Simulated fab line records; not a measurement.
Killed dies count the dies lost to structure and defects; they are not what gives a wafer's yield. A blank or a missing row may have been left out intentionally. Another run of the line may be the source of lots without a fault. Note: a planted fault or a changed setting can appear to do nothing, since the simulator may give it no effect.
Matching of chambers | flow n5Finfet | N5_BEOL_M10_VIA_ETCH_34 on rieDiel-04: 4 sister chambers
The step etches SiCOH lowk in C4F6/O2, target depth 184.5 nm, time 69.2 s. 22 wafers are shown with their chamber, then 11 later ones without.

## WAFERS, EACH WITH ITS CHAMBER
wafer  | chamber | rfVppV (V) | showerheadPlenumPTorr (Torr) | throttleValvePct (%)
L074.4 | 1       | 670        | 2.88                         | 20.75
L074.5 | 3       | 673        | 2.90                         | 20.70
L074.6 | 2       | 687        | 2.71                         | 20.86
L075.1 | 2       | 685        | 2.71                         | 20.87
L075.2 | 3       | 674        | 2.89                         | 20.70
L075.6 | 1       | 671        | 2.88                         | 20.74
L076.3 | 3       | 674        | 2.89                         | 20.72
L076.4 | 0       | 648        | 2.93                         | 21.29
L076.5 | 3       | 673        | 2.89                         | 20.69
L083.1 | 0       | 647        | 2.92                         | 21.30
L083.2 | 3       | 673        | 2.89                         | 20.72
L083.3 | 2       | 686        | 2.70                         | 20.90
L083.4 | 1       | 670        | 2.87                         | 20.75
L083.5 | 3       | 674        | 2.89                         | 20.71
L083.6 | 2       | 687        | 2.70                         | 20.90
L084.1 | 1       | 671        | 2.87                         | 20.79
L084.2 | 0       | 648        | 2.92                         | 21.32
L084.3 | 2       | 686        | 2.70                         | 20.89
L084.4 | 3       | 674        | 2.89                         | 20.72
L084.5 | 0       | 647        | 2.92                         | 21.31
L084.6 | 1       | 670        | 2.87                         | 20.77
L085.3 | 2       | 687        | 2.70                         | 20.89

SIGNATURES (averages over the wafers above)
reading               | chamber 0 | chamber 1 | chamber 2 | chamber 3 | scatter within a chamber
rfVppV                | 647.50    | 670.40    | 686.33    | 673.57    | 0.635
showerheadPlenumPTorr | 2.9225    | 2.8740    | 2.7033    | 2.8914    | 0.0048
throttleValvePct      | 21.3050   | 20.7600   | 20.8850   | 20.7086   | 0.0155
Rule: a wafer's distance from a chamber is the root of the sum, over the readings, of the square of ((its reading less the chamber's mean) divided by the reading's scatter). The wafer belongs to the nearest chamber; if the next one is less than 2 further off, it can't be placed. The scatter: the root of (the sum of the squares of (reading less its chamber's mean) over the shown wafers, divided by (wafers less chambers)).

## WAFERS WHOSE CHAMBER IS MISSING
wafer  | rfVppV (V) | showerheadPlenumPTorr (Torr) | throttleValvePct (%)
L085.4 | 675        | 2.89                         | 20.73
L085.6 | 646        | 2.92                         | 21.30
L086.1 | 673        | 2.87                         | 20.77
L086.4 | 674        | 2.89                         | 20.72
L086.5 | 687        | 2.70                         | 20.89
L094.1 | 671        | 2.86                         | 20.82
L094.2 | 647        | 2.91                         | 21.37
L094.6 | 647        | 2.90                         | 21.35
L097.2 | 670        | 2.85                         | 20.81
L097.4 | 699        | 3.03                         | 20.54
L097.6 | 697        | 3.03                         | 20.51

## WHICH CHAMBER EACH ONE RAN IN
wafer  | from the rows above     | in truth
L085.4 | 3                       | 3
L085.6 | 0                       | 0
L086.1 | can't be placed: 1 or 3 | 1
L086.4 | 3                       | 3
L086.5 | 2                       | 2
L094.1 | 1                       | 1
L094.2 | 0                       | 0
L094.6 | 0                       | 0
L097.2 | 1                       | 1
L097.4 | 3                       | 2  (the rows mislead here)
L097.6 | 3                       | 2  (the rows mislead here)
8 of 11 placed correctly. These rows do not allow placing 1 (true chamber among the candidates in 1). Wrongly placed: 2.
